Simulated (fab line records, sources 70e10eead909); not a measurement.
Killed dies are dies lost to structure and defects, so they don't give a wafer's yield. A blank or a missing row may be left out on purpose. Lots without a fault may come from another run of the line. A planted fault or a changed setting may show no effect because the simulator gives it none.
fab line records | flow nand_harc
record lots=7 wafers=19 last_day=27
route steps=1159 shown A_SGD_CUT@751 END@1159
lots that met no fault: from a run of the same line without faults
start_h: hours from the record's first day to the start of the lot's first wafer shown | wait_h: hours since the lot's step before | " the same as in the row above | L1.1+2: a row that stands for several wafers | - no value, or no start given | * or withheld: withheld | < > ~ a bound
route shown NAME@n: a module of which the file shows steps, and the number in the route of the first | usual: mean/standard deviation of fault-free wafers | same: alike in all rows | chamber/n: place in a boat | sites: the reading at each site | _std_site: their standard deviation | _edge_site: outer sites' mean less inner sites' | radius_mm: how far each site lies from the wafer's centre | mask NAME#n: copy n | behind: the tool/chamber that last shaped the wafer | hold: why the lot was held/for how many hours/how that ended | device: the transistor (n, p or np) that didn't switch | end of line: the same wafers' tests at the end of the route | a step without rows: its recipe alone | killed: dies lost to structure and defects at the first sort, not the wafer's yield | map: a wafer's dies, x killed, . not, _ none there
set.NAME: the setting as run; set.NAME@STEP: as run at that earlier step | model.NAME: the simulator's own value behind a step, which no gauge read
lots at some steps of the route; a table a step, a row a wafer
services: from which hour (start_h, from the record's first day; less than 0 if before it) a tool's chamber was out of use, for how many hours, and why
## steps
# step NHARC_A_SGD_CUT_COAT_57
# recipe temp_c=225 time_s=65
# step NHARC_A_SGD_CUT_COAT_03
# recipe spin_rpm=1500 resist_thk_nm=90
# step NHARC_A_SGD_CUT_SOFTBAKE_04
# recipe temp_c=105 time_s=55
# step NHARC_A_SGD_CUT_EBR_05
# step NHARC_A_SGD_CUT_EXPOSE_06
# recipe na=1.35 dose_mj=85.59 mask_id=SGD
# step NHARC_A_SGD_CUT_PEB_07
# recipe peb_temp_c=100 peb_time_s=65
# step NHARC_A_SGD_CUT_DEVELOP_08
# recipe develop_time_s=35 dev_temp_c=23
# step NHARC_A_SGD_CUT_CD_MEAS_09
# recipe target_cd_nm=100 landing_energy_ev=500
# usual cd_nm=100.1/0.43
# columns lot.wafer tool chamber start_h wait_h cd_nm
L607.2 cd_sem-01 0 370.75 - 100.2
L607.3 " 0 " " 100.0
L607.4 " 0 " " 100.3
L612.1 cd_sem-02 0 394.19 - 99.9
L612.2 " 0 " " 100.3
L612.3 " 0 " " 100.0
L616.1 cd_sem-02 0 395.97 - 100.6
L616.3 " 0 " " 101.2
L622.1 cd_sem-03 0 412.30 - 100.7
L622.3 " 0 " " 100.3
L622.6 " 0 " " 100.8
L628.1 cd_sem-01 0 419.53 - 99.7
L628.3 " 0 " " 99.9
L628.6 " 0 " " 100.0
L627.2 cd_sem-02 0 421.33 - 100.3
L627.4 " 0 " " 99.4
L627.5 " 0 " " 100.2
L619.2 cd_sem-02 0 423.32 - 100.5
L619.5 " 0 " " 99.7
# step NHARC_A_SGD_CUT_OVL_MEAS_10
# usual overlay_x_nm=0.1/0.73 overlay_y_nm=0.0/0.82
# columns lot.wafer tool chamber start_h wait_h overlay_x_nm overlay_y_nm
L607.2 overlay-01 - 370.83 - -1.5 -0.9
L607.3 " - " " -1.0 -1.1
L607.4 " - " " -0.9 -0.7
L612.1 overlay-01 - 394.28 - 1.3 0.5
L612.2 " - " " 1.1 0.1
L612.3 " - " " 1.2 0.1
L616.1 overlay-01 - 396.07 - -0.3 0.7
L616.3 " - " " -0.8 0.7
L622.1 overlay-02 - 412.39 - -0.6 -0.8
L622.3 " - " " 0.1 -0.8
L622.6 " - " " -0.7 -0.8
L628.1 overlay-01 - 419.62 - 0.2 -0.7
L628.3 " - " " 0.8 -0.2
L628.6 " - " " 0.7 -0.8
L627.2 overlay-01 - 421.42 - 0.2 0.1
L627.4 " - " " -0.2 0.5
L627.5 " - " " 0.6 0.1
L619.2 overlay-01 - 423.42 - -0.8 -1.4
L619.5 " - " " -1.0 -1.6
# step NHARC_A_SGD_CUT_INSPECT_11
# usual raw_defect_count=18/9.3
# columns lot.wafer tool chamber start_h wait_h raw_defect_count
L607.2 defect_inspect-01 - 370.87 0.0 8
L607.3 " - " " 8
L607.4 " - " " 8
L612.1 defect_inspect-02 - 394.32 0.0 3
L612.2 " - " " 10
L612.3 " - " " 14
L616.1 defect_inspect-02 - 396.11 0.0 19
L616.3 " - " " 32
L622.1 defect_inspect-01 - 412.43 0.0 28
L622.3 " - " " 29
L622.6 " - " " 31
L628.1 defect_inspect-01 - 419.65 0.0 34
L628.3 " - " " 38
L628.6 " - " " 27
L627.2 defect_inspect-01 - 421.46 0.0 16
L627.4 " - " " 28
L627.5 " - " " 17
L619.2 defect_inspect-01 - 423.45 0.0 19
L619.5 " - " " 29
# step NHARC_A_SGD_CUT_DESCUM_14
# recipe time_s=3 o2_flow_sccm=200 ar_flow_sccm=0 bias_power_w=0 chemistry=O2
# usual drypump_motor_current_A=5.8/0.36 mfc_ar_sccm=0.005/0.01 o2_flow_sccm=200.0/0.57 oes_product_au=1.001/0.0074 rf_vpp_V=57.9/0.81 showerhead_plenum_p_Torr=1.92/0.073 throttle_valve_pct=11.311/0.0092
# columns lot.wafer tool chamber start_h wait_h drypump_motor_current_A mfc_ar_sccm o2_flow_sccm oes_product_au rf_hours_counter_h rf_vpp_V showerhead_plenum_p_Torr throttle_valve_pct
L607.3 rie_diel-01 1 370.94 0.1 6.4 0 200.3 0.994 3.3 57.2 1.83 11.304
L607.2 " 2 " " 6.0 0 200.1 1.001 3.3 59.2 2.03 11.312
L607.4 " 3 " " 5.7 0 200.3 1.002 3.6 58.7 1.90 11.320
L612.3 rie_diel-12 0 394.38 0.1 5.4 0.001 199.8 1.011 0.6 56.4 1.86 11.322
L612.2 " 1 " " 6.3 0.009 200.1 0.993 0.6 58.5 1.96 11.316
L612.1 " 3 " " 5.9 0 199.4 1.010 0.6 58.2 2.05 11.318
L616.1 rie_diel-01 3 396.17 0.1 5.7 0 199.9 1.006 6.1 57.0 1.90 11.301
L616.3 " 1 " " 6.4 0 200.6 1.000 6.0 57.1 1.83 11.315
L622.3 rie_diel-01 2 412.50 0.1 6.0 0 199.8 1.011 6.7 59.7 2.03 11.302
L622.1 " 3 " " 5.7 0 199.6 0.998 6.7 58.4 1.90 11.298
L622.6 " 0 " " 6.0 0.033 199.5 1.007 - 58.6 1.95 11.298
L628.1 rie_diel-12 1 419.72 0.1 6.4 0.009 200.2 1.000 2.2 57.6 1.96 11.312
L628.3 " 2 " " 5.3 0 199.3 1.001 2.0 57.6 1.84 11.297
L628.6 " 1 " " 6.4 0.009 200.9 0.990 - 58.4 1.96 11.295
L627.2 rie_diel-12 3 421.53 0.1 5.9 0 199.7 0.994 2.6 57.9 2.05 11.298
L627.4 " 0 " " 5.4 0.001 200.5 1.014 2.5 56.8 1.86 11.303
L627.5 " 2 " " 5.3 0 199.6 1.007 - 58.1 1.84 11.303
L619.2 rie_diel-01 0 423.52 0.1 6.0 0.033 200.4 1.004 8.0 56.9 1.95 11.303
L619.5 " 1 " " 6.4 0 200.3 1.002 - 57.7 1.83 11.312
# step NHARC_A_SGD_CUT_ETCH_58
# recipe target_depth_a=390 over_etch_frac=0.3 time_s=65 ion_energy_ev=80 cf4_flow_sccm=150 ar_flow_sccm=0 rf_w=300 bias_w=100 chemistry=CF4
# usual drypump_motor_current_A=5.8/0.36 mfc_ar_sccm=0.005/0.01 oes_product_au=1.003/0.0093 rf_vpp_V=151.4/1.1 run_length_s=86.3/0.39 showerhead_plenum_p_Torr=1.78/0.063 throttle_valve_pct=13.283/0.0087
# same over_etch_frac=0.3
# columns lot.wafer tool chamber start_h wait_h drypump_motor_current_A mfc_ar_sccm oes_product_au rf_hours_counter_h rf_vpp_V run_length_s showerhead_plenum_p_Torr throttle_valve_pct
L607.2 rie_diel-01 0 371.02 0.1 6.0 0.033 1.003 3.6 151.1 86.0 1.80 13.266
L607.4 " 1 " " 6.4 0 1.003 3.3 149.7 86.5 1.70 13.278
L607.3 " 2 " " 6.0 0 1.018 3.3 152.1 86.0 1.87 13.267
L612.3 rie_diel-12 0 394.46 0.1 5.4 0.001 1.010 0.6 151.2 86.5 1.72 13.272
L612.2 " 1 " " 6.3 0.009 1.001 0.6 153.0 86.7 1.81 13.281
L612.1 " 2 " " 5.3 0 1.017 0.1 149.5 86.6 1.70 13.270
L616.3 rie_diel-01 2 396.25 0.1 6.0 0 1.021 6.0 150.9 85.8 1.87 13.275
L616.1 " 0 " " 6.0 0.033 1.006 6.1 152.5 85.7 1.80 13.273
L622.3 rie_diel-01 2 412.58 0.1 6.0 0 1.000 6.7 152.7 86.3 1.87 13.286
L622.1 " 3 " " 5.7 0 0.990 6.7 151.7 86.6 1.75 13.283
L622.6 " 0 " " 6.0 0.033 0.998 - 151.6 85.6 1.80 13.279
L628.3 rie_diel-12 1 419.80 0.1 6.4 0.009 1.005 2.3 152.0 87.0 1.81 13.285
L628.1 " 3 " " 5.9 0 0.997 2.4 152.2 85.7 1.89 13.277
L628.6 " 2 " " 5.3 0 1.021 - 151.3 86.7 1.70 13.291
L627.2 rie_diel-12 1 421.61 0.1 6.4 0.009 1.010 2.6 150.8 87.0 1.81 13.270
L627.4 " 2 " " 5.3 0 1.018 2.3 149.9 86.5 1.70 13.305
L627.5 " 0 " " 5.4 0.001 1.016 - 150.7 86.6 1.72 13.302
L619.2 rie_diel-01 2 423.61 0.1 6.0 0 1.007 8.0 151.2 86.5 1.87 13.287
L619.5 " 3 " " 5.7 0 0.996 - 149.8 86.1 1.75 13.277
# step NHARC_A_SGD_CUT_ETCH_59
# recipe target_depth_a=2600 over_etch_frac=0.25 time_s=406.25 ion_energy_ev=200 n2_flow_sccm=150 h2_flow_sccm=150 ar_flow_sccm=0 rf_w=400 bias_w=150 chemistry=N2/H2
# usual drypump_motor_current_A=5.8/0.35 mfc_ar_sccm=0.005/0.01 oes_product_au=1.001/0.0081 rf_vpp_V=430.8/2.5 run_length_s=427.6/0.38 showerhead_plenum_p_Torr=2.05/0.082 throttle_valve_pct=14.172/0.0093
# same over_etch_frac=0.25
# columns lot.wafer tool chamber start_h wait_h drypump_motor_current_A mfc_ar_sccm oes_product_au rf_hours_counter_h rf_vpp_V run_length_s showerhead_plenum_p_Torr throttle_valve_pct
L607.4 rie_diel-01 3 371.14 - 5.6 0 0.994 3.7 428.9 427.5 2.02 14.174
L607.3 " 0 " " 6.0 0.033 1.002 3.6 432.0 426.9 2.08 14.181
L607.2 " 1 " " 6.4 0 1.003 3.4 425.7 427.6 1.95 14.156
L612.1 rie_diel-12 2 394.58 - 5.3 0 1.008 0.2 429.6 428.2 1.96 14.158
L612.2 " 3 " " 5.9 0 1.010 0.7 434.7 427.2 2.19 14.184
L612.3 " 0 " " 5.4 0.001 1.000 0.7 429.2 428.2 1.98 14.174
L616.1 rie_diel-01 2 396.37 - 6.0 0 1.008 6.0 435.3 427.1 2.17 14.172
L616.3 " 0 " " 6.0 0.033 0.994 6.2 431.7 341.2 2.08 14.163
L622.1 rie_diel-01 0 412.69 - 6.0 0.033 1.007 6.8 431.9 427.5 2.08 14.179
L622.3 " 1 " " 6.4 0 1.001 6.8 427.8 341.7 1.95 14.167
L622.6 " 3 " " 5.7 0 1.006 - 430.9 427.6 2.02 14.177
L628.1 rie_diel-12 0 419.89 - 5.4 0.001 1.008 2.2 429.8 428.1 1.98 14.161
L628.3 " 1 " " 6.3 0.009 0.998 2.3 431.0 428.1 2.09 14.174
L628.6 " 0 " " 5.4 0.001 1.002 - 430.4 427.9 1.98 14.158
L627.4 rie_diel-12 0 421.72 - 5.4 0.001 0.997 2.6 428.4 427.7 1.98 14.180
L627.2 " 2 " " 5.3 0 0.995 2.4 428.2 427.9 1.96 14.152
L627.5 " 0 " " 5.4 0.001 1.008 - 427.9 427.8 1.98 14.181
L619.2 rie_diel-01 2 423.76 - 6.0 0 0.991 8.1 434.2 341.2 2.17 14.177
L619.5 " 1 " " 6.4 0 0.990 - 427.3 427.5 1.95 14.184
# step NHARC_A_SGD_CUT_ETCH_15
# recipe target_depth_a=750 time_s=64.3 ch3f_flow_sccm=50 o2_flow_sccm=30 ar_flow_sccm=200 rf_w=500 bias_w=100 chemistry=CH3F/O2
# usual drypump_motor_current_A=5.8/0.36 mfc_ar_sccm=199.9/0.63 o2_flow_sccm=30.00/0.089 oes_product_au=0.962/0.018 rf_vpp_V=264.1/1.6 run_length_s=85.6/0.37 showerhead_plenum_p_Torr=2.48/0.096 throttle_valve_pct=20.663/0.0093
# columns lot.wafer tool chamber start_h wait_h drypump_motor_current_A mfc_ar_sccm o2_flow_sccm oes_product_au rf_hours_counter_h rf_vpp_V run_length_s showerhead_plenum_p_Torr throttle_valve_pct
L607.2 rie_diel-01 1 - - 6.4 199.9 30.06 0.954 3.4 263.8 86.1 2.36 20.665
L607.4 " 2 " " 6.0 199.6 30.01 0.985 3.6 266.5 85.5 2.60 20.648
L607.3 " 0 " " 6.0 199.1 29.99 0.956 3.7 265.0 85.6 2.50 20.668
L612.1 rie_diel-12 3 - - 5.9 198.6 29.94 0.995 0.7 266.5 85.2 2.63 20.659
L612.2 " 0 " " 5.4 199.8 29.94 0.973 0.7 264.1 85.5 2.39 20.652
L612.3 " 1 " " 6.3 200.1 30.10 0.961 0.8 263.3 86.5 2.52 20.665
L616.1 rie_diel-01 1 - - 6.4 199.3 30.15 0.971 6.2 263.1 85.6 2.36 20.655
L616.3 " 0 " " 6.0 199.1 29.97 0.958 6.3 263.9 85.2 2.50 20.641
L622.3 rie_diel-01 0 - - 6.0 199.9 30.08 0.953 7.0 263.9 84.9 2.50 20.675
L622.1 " 3 " " 5.7 199.8 29.99 0.974 7.0 262.8 85.6 2.44 20.659
L622.6 " 1 " " 6.4 201.4 29.88 0.962 - 261.8 85.9 2.36 20.664
L628.3 rie_diel-12 2 - - 5.3 200.5 30.10 0.964 2.1 262.8 86.0 2.36 20.662
L628.1 " 3 " " 5.9 200.2 30.01 0.975 2.5 266.8 85.2 2.63 20.679
L628.6 " 2 " " 5.3 200.4 30.09 0.963 - 263.5 85.9 2.36 20.656
L627.2 rie_diel-12 0 - - 5.4 199.7 30.06 0.985 2.7 262.5 85.9 2.39 20.661
L627.4 " 1 " " 6.3 199.9 30.04 0.980 2.8 264.5 86.2 2.52 20.648
L627.5 " 3 " " 5.9 199.9 29.90 0.971 - 265.5 85.2 2.63 20.647
L619.2 rie_diel-01 1 - - 6.4 199.0 30.02 0.938 8.2 261.8 85.7 2.36 20.660
L619.5 " 0 " " 6.0 199.9 29.94 0.939 - 265.0 85.2 2.50 20.674
# step NHARC_END_SORT_01
# recipe temp_c=25
# usual killed_at_array=29/11 killed_at_other=0.5/0.85 killed_at_periphery=3.0/2.3 killed_dies=33/12 killed_open=3.3/1.9 killed_short=2.0/1.5
# same gross_dies=677
# columns lot.wafer tool chamber start_h wait_h killed_at_array killed_at_other killed_at_periphery killed_dies killed_open killed_short
L616.1 prober-01 0 610.93 2.5 21 0 2 23 3 3
L616.3 prober-01 0 612.49 3.1 165 0 1 166 4 1
L622.1 prober-01 0 626.51 2.5 31 0 6 37 2 3
L622.3 prober-01 0 628.13 3.1 157 0 9 166 6 1
L622.6 prober-01 0 630.56 4.1 34 0 6 40 4 1
L628.1 prober-01 0 642.20 2.6 53 1 4 58 3 2
L628.3 prober-01 0 643.80 3.1 60 0 11 71 6 2
L628.6 prober-01 0 646.19 4.0 46 0 8 54 3 0
L619.2 prober-02 0 655.04 2.8 239 0 4 243 3 3
L619.5 prober-02 0 657.44 3.7 49 0 2 51 2 1
# killed by level:class
L616.1 A_CHANNEL_HOLE_D1:chamber_film_flake=11 A_STAIRCASE:chamber_film_flake=2 A_WL_FILL:geometric_particle:short=1 P_M0:geometric_particle:open=1 A_ONON_D1:geometric_particle:short=1 A_CHANNEL_HOLE_D1:geometric_particle:short=1 A_CHANNEL_FILL_D1:geometric_particle:open=1 A_CONTACT:geometric_particle:open=1
L616.3 A_SGD_CUT:area_etch=131 A_CHANNEL_HOLE_D1:chamber_film_flake=18 A_STAIRCASE:chamber_film_flake=3 A_M0:geometric_particle:open=2 A_CONTACT:chamber_film_flake=2 A_SLIT:chamber_film_flake=2 A_WL_FILL:chamber_film_flake=2 A_CHANNEL_HOLE_D1:geometric_particle:short=1
L622.1 A_CHANNEL_HOLE_D1:chamber_film_flake=19 A_CONTACT:chamber_film_flake=6 P_CONTACT:chamber_film_flake=2 A_STAIRCASE:chamber_film_flake=2 P_STI:geometric_particle:short=1 P_GATE:geometric_particle:short=1 A_ONON_D1:geometric_particle:short=1 A_WL_FILL:geometric_particle:open=1
L622.3 A_SGD_CUT:area_etch=136 A_CHANNEL_HOLE_D1:chamber_film_flake=15 P_M0:geometric_particle:open=3 A_STAIRCASE:chamber_film_flake=3 P_CONTACT:chamber_film_flake=2 A_CONTACT:chamber_film_flake=2 P_GATE:geometric_particle:open=1 P_CONTACT:geometric_particle:open=1
L622.6 A_CHANNEL_HOLE_D1:chamber_film_flake=17 A_CONTACT:chamber_film_flake=7 A_STAIRCASE:chamber_film_flake=3 P_GATE:chamber_film_flake=2 P_CONTACT:chamber_film_flake=2 A_ZERO_WELL:chamber_film_flake=2 P_CONTACT:geometric_particle:open=1 A_CHANNEL_FILL_D1:geometric_particle:short=1
L628.1 A_SLIT:chamber_film_flake=19 A_CHANNEL_HOLE_D1:chamber_film_flake=14 A_CONTACT:chamber_film_flake=9 A_STAIRCASE:chamber_film_flake=3 A_CONTACT:geometric_particle:open=2 A_CHANNEL_FILL_D1:chamber_film_flake=2 P_GATE:geometric_particle:open=1 A_M0:geometric_particle:short=1
L628.3 A_CHANNEL_HOLE_D1:chamber_film_flake=25 A_SLIT:chamber_film_flake=21 P_STI:chamber_film_flake=4 A_STAIRCASE:chamber_film_flake=3 A_CONTACT:chamber_film_flake=3 A_WL_FILL:chamber_film_flake=3 P_M0:geometric_particle:open=2 P_M2:chamber_film_flake=2
L628.6 A_SLIT:chamber_film_flake=18 A_CHANNEL_HOLE_D1:chamber_film_flake=17 P_STI:chamber_film_flake=5 A_CONTACT:chamber_film_flake=4 A_CHANNEL_FILL_D1:chamber_film_flake=3 P_M2:chamber_film_flake=2 A_STAIRCASE:chamber_film_flake=2 P_GATE:geometric_particle:open=1
L619.2 A_SGD_CUT:area_etch=200 A_SLIT:chamber_film_flake=17 A_CHANNEL_HOLE_D1:chamber_film_flake=15 A_CONTACT:chamber_film_flake=3 P_GATE:geometric_particle:open=1 P_CONTACT:geometric_particle:short=1 P_M1:geometric_particle:open=1 A_CHANNEL_FILL_D1:geometric_particle:short=1
L619.5 A_SLIT:chamber_film_flake=24 A_CHANNEL_HOLE_D1:chamber_film_flake=21 A_STAIRCASE:chamber_film_flake=2 P_CONTACT:geometric_particle:open=1 A_SGD_CUT:geometric_particle:short=1 A_CONTACT:geometric_particle:open=1 P_GATE:chamber_film_flake=1
# map L616.3 (x killed, . not)
____________x____________
_________.xx...x_________
_______..x.x.x...x_______
______......x.x....______
_____...........x.xx_____
____..x.x.......xxx.x____
____.x....x.x......xx____
___...x.........x...xx___
___.................xx___
__...x.........x.xx.x.x__
__xx.........x.....x..x__
_x.x...x.........x.xxx.._
_....x..........xxx.x.xx_
_..x............x..xx..x_
_..x...........x..xxxxxx_
_..................x.xxx_
.x.x.x..............x.xxx
..x.............x..xx.x.x
.x.....x..............x.x
x......................xx
.....................xxxx
_xx.................xxxx_
_x............x.x....xxx_
_........x............xx_
_..............x......x._
_.x................xx.xx_
__....x.....x.....xxxx.__
__....x...............x__
___.....x.......x..xxx___
___xxx....x..x...x.x.x___
____..............xxx____
____........x...xx..x____
_____xx.......x.xxxx_____
______......xx..xxx______
_______x.x....xx.x_______
_________x..x.x._________
____________.____________
# map L619.2 (x killed, . not)
____________x____________
_________x.xx.x._________
_______xx...xx.x.._______
______xxx.xx...xx.x______
_____x...xx..x.xxx.x_____
____x.x..xx.xx...xxxx____
____x.x.x...xxx..x.xx____
___xxx.....xx.......xx___
___x..x..........x..xx___
__xx..x.x............xx__
__.xx......x......x..xx__
_x.x...x............xx.x_
_xxx.xx............x.xxx_
_x.x.x.x...........xxxxx_
_x..xxx.x.............xx_
_x.xx.................xx_
xxxx...xx.......x....xxxx
xx.x.x.............x.xxxx
xx...................xxxx
x.x...................xxx
x.....................xxx
_xx....................x_
_.xxx...............xxxx_
_xxx..x............x..xx_
_.x..x..........x......x_
_xx..x................xx_
__xx.................xx__
__.xxx...............xx__
___xx..x...........x..___
___xx..x......x..x..xx___
____xxxx.....x.xxx.xx____
____xxxxx....xxxxxxxx____
_____.xx......xxxxxx_____
______x...x..xxxxxx______
_______xxxxx.xxxxx_______
_________xxxxxxx_________
____________x____________
## services
# columns tool chamber start_h hours kind
rie_diel-01 0 348.30 - clean
rie_diel-01 1 348.30 - clean
rie_diel-01 2 348.30 - clean
rie_diel-01 3 348.30 - clean
rie_diel-12 0 358.69 - clean
rie_diel-12 1 358.69 - clean
rie_diel-12 2 358.69 - clean
rie_diel-12 3 358.69 - clean
rie_diel-12 1 369.58 8.6 repair
rie_diel-01 0 372.80 - clean
rie_diel-01 1 372.80 - clean
rie_diel-01 2 372.80 - clean
rie_diel-01 3 372.80 - clean
rie_diel-12 - 379.44 9.0 pm
rie_diel-12 0 379.44 9.0 vent_cycle
rie_diel-12 2 391.90 2.4 repair
rie_diel-01 0 397.31 - clean
rie_diel-01 1 397.31 - clean
rie_diel-01 2 397.31 - clean
rie_diel-01 3 397.31 - clean
rie_diel-01 0 421.81 - clean
rie_diel-01 1 421.81 - clean
rie_diel-01 2 421.81 - clean
rie_diel-01 3 421.81 - clean
## key
first_sign step=NHARC_A_SGD_CUT_ETCH_59 reading=run_length_s direction=down sigmas=99+ usual=* struck=*
effect step=NHARC_END_SORT_01 reading=killed_at_array direction=up sigmas=15 usual=29 struck=187
more_kills_born_at NHARC_A_SGD_CUT_ETCH_59@rie_diel-01=467
met_at NHARC_A_SGD_CUT_ETCH_59
struck_wafers L616.3,L619.2,L622.3
tester_left_out L616,L619,L622
onset_between 371.14 396.37
fault kind=process_parameter_drift tool=rie_diel-01 chamber=- onset_h=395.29 steps=NHARC_A_SGD_CUT_ETCH_59 channel=time_s offset=* shape=step end_h=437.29 scope=struck_wafers_only acts_in=* stated=*
# tester_left_out: of these lots the tester's yield and bins aren't shown, on N5 and GAA mostly nor the transistor test; their killed dies are dies lost to structure and defects alone, not to doping, threshold or leakage, so they don't give the yield
